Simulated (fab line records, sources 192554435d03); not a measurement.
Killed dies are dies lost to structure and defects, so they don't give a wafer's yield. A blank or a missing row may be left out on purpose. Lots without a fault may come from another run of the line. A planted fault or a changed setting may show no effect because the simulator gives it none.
Chamber matching | flow n5_finfet | N5_BEOL_M5_DESCUM_33 on rie_diel-04: 4 sister chambers
The step chemistry O2, time 7 s. 4 wafers are shown with their chamber, then 9 later ones without.

WAFERS WITH THEIR CHAMBER
wafer  | chamber | throttle_valve_pct (%)
L080.4 | 2       | 19.97
L086.2 | 0       | 20.86
L087.3 | 1       | 20.24
L087.5 | 3       | 20.80

WAFERS WITHOUT THEIR CHAMBER
wafer  | throttle_valve_pct (%)
L090.1 | 20.88
L090.2 | 20.26
L090.6 | 20.89
L092.2 | 20.00
L092.4 | 20.27
L092.6 | 20.89
L096.1 | 20.90
L096.3 | 20.03
L096.5 | 20.28

WHICH CHAMBER EACH WENT THROUGH
wafer  | from the rows above     | in truth
L090.1 | can't be placed: 0 or 3 | 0
L090.2 | 1                       | 1
L090.6 | can't be placed: 0 or 3 | 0
L092.2 | 2                       | 2
L092.4 | 1                       | 1
L092.6 | can't be placed: 0 or 3 | 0
L096.1 | can't be placed: 0 or 3 | 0
L096.3 | 2                       | 2
L096.5 | 1                       | 1
Placed correctly: 5 of 9. Can't be placed from these rows: 4 (the true chamber is among the candidates in 4). Placed wrongly: 0.
How it was worked out, from the rows above alone: a wafer's distance from a chamber is the root of the sum, over the readings, of the square of ((its reading less the chamber's mean) divided by the reading's scatter). The wafer belongs to the nearest chamber; if the next one is less than 2 further off, it can't be placed. A chamber's mean is the mean of its shown wafers. The scatter: with one shown wafer a chamber, the root of the mean of the squares of how far each hidden wafer lies from its nearest shown one.
